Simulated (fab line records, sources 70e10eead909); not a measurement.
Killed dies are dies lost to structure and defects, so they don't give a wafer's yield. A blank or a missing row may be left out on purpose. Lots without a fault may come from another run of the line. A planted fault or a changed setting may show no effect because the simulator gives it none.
A struck lot beside a sound one | flow nand_harc | 15 steps out of a route of 1302
Sound: wafers L900.1, L900.2, L900.5. Struck: wafers L910.1, L910.4. (L910.3 of the same lot was not struck and is left out.) The cause comes at the end.
At each step with rows: each side's tool, then ch and its chambers, then its first start. Under that, the readings that differ: sound wafers | struck wafers | difference of the means | sigmas: that difference in standard deviations of wafers without a fault.
alike: readings whose means differ by less than 2 such deviations, and words and numbers that are the same on both sides. not compared: withheld readings, readings that some wafer has no value for, bounds like >300 that may hide the same value, and numbers for which the record gives no deviation and whose values overlap.
The two part at a step that has a row with sigmas, a row that says differs or no value, or rows on one side only. Numbers that don't overlap but have no deviation are shown without sigmas and don't part them. A reading that every wafer of one side lacks parts them only if that side has two wafers or more.

first, 8 steps without rows for these wafers: NHARC_A_SGD_CUT_COAT_56 (time 75 s); NHARC_A_SGD_CUT_COAT_57 (time 65 s); NHARC_A_SGD_CUT_COAT_03 (resist thk 90 nm); NHARC_A_SGD_CUT_SOFTBAKE_04 (time 55 s); NHARC_A_SGD_CUT_EBR_05; NHARC_A_SGD_CUT_EXPOSE_06 (exposes mask SGD); NHARC_A_SGD_CUT_PEB_07 (peb time 65 s); NHARC_A_SGD_CUT_DEVELOP_08 (develop time 35 s).
NHARC_A_SGD_CUT_CD_MEAS_09: target cd 100 nm.
  sound on cd_sem-03 ch 0, day 19 21:36; struck on cd_sem-01 ch 0, day 23 10:32
  alike: cd_nm
NHARC_A_SGD_CUT_OVL_MEAS_10:
  sound on overlay-02, day 19 21:41; struck on overlay-01, day 23 10:37
  reading           | sound         | struck  | difference | sigmas
  overlay_y_nm (nm) | 0.1 -0.7 -0.5 | 1.3 1.7 | +1.9       | +2
  alike: overlay_x_nm
NHARC_A_SGD_CUT_INSPECT_11:
  sound on defect_inspect-02, day 19 21:44; struck on defect_inspect-01, day 23 10:40
  alike: raw_defect_count
NHARC_A_SGD_CUT_DESCUM_14: chemistry O2, time 3 s.
  sound on rie_diel-11 ch 0,1, day 19 21:47; struck on rie_diel-12 ch 0,1, day 23 10:43
  alike: chamber_pressure_mTorr, drypump_motor_current_A, oes_product_au, rf_vpp_V, showerhead_plenum_p_Torr, throttle_valve_pct
  not compared: rf_hours_counter_h
NHARC_A_SGD_CUT_ETCH_58: etches the open film in CF4, target depth 39 nm, time 65 s.
  sound on rie_diel-11 ch 0,1,3, day 19 21:53; struck on rie_diel-12 ch 0,2, day 23 10:49
  reading                     | sound          | struck      | difference | sigmas
  drypump_motor_current_A (A) | 5.8 6.6 5.7    | 4.8 5.0     | -1.1       | -2
  run_length_s (s)            | 86.2 86.8 86.6 | 100.4 100.3 | +13.8      | +30
  alike: chamber_pressure_mTorr, oes_product_au, rf_vpp_V, showerhead_plenum_p_Torr, throttle_valve_pct
  not compared: rf_hours_counter_h
NHARC_A_SGD_CUT_ETCH_59: etches the open film in N2/H2, target depth 260 nm, time 406.25 s.
  sound on rie_diel-11 ch 0,3; struck on rie_diel-12 ch 0,2
  reading                     | sound       | struck  | difference | sigmas
  drypump_motor_current_A (A) | 5.7 6.6 6.6 | 5.0 4.8 | -1.4       | -3
  alike: chamber_pressure_mTorr, oes_product_au, rf_vpp_V, run_length_s, showerhead_plenum_p_Torr, throttle_valve_pct
  not compared: rf_hours_counter_h
-- the record jumps here: 5 days lie between the struck wafers' starts before and after (it left off in module A_SGD_CUT and takes up again in module END, whose first step shown is number 1302 of the route) --
NHARC_END_SORT_01:
  the record has rows for the struck wafers here (prober-01 ch 0, day 28 18:53) and none for the sound ones

WHERE THEY PART
First at NHARC_A_SGD_CUT_OVL_MEAS_10; last, within this record, at NHARC_END_SORT_01.

WHY: what the simulator had put in
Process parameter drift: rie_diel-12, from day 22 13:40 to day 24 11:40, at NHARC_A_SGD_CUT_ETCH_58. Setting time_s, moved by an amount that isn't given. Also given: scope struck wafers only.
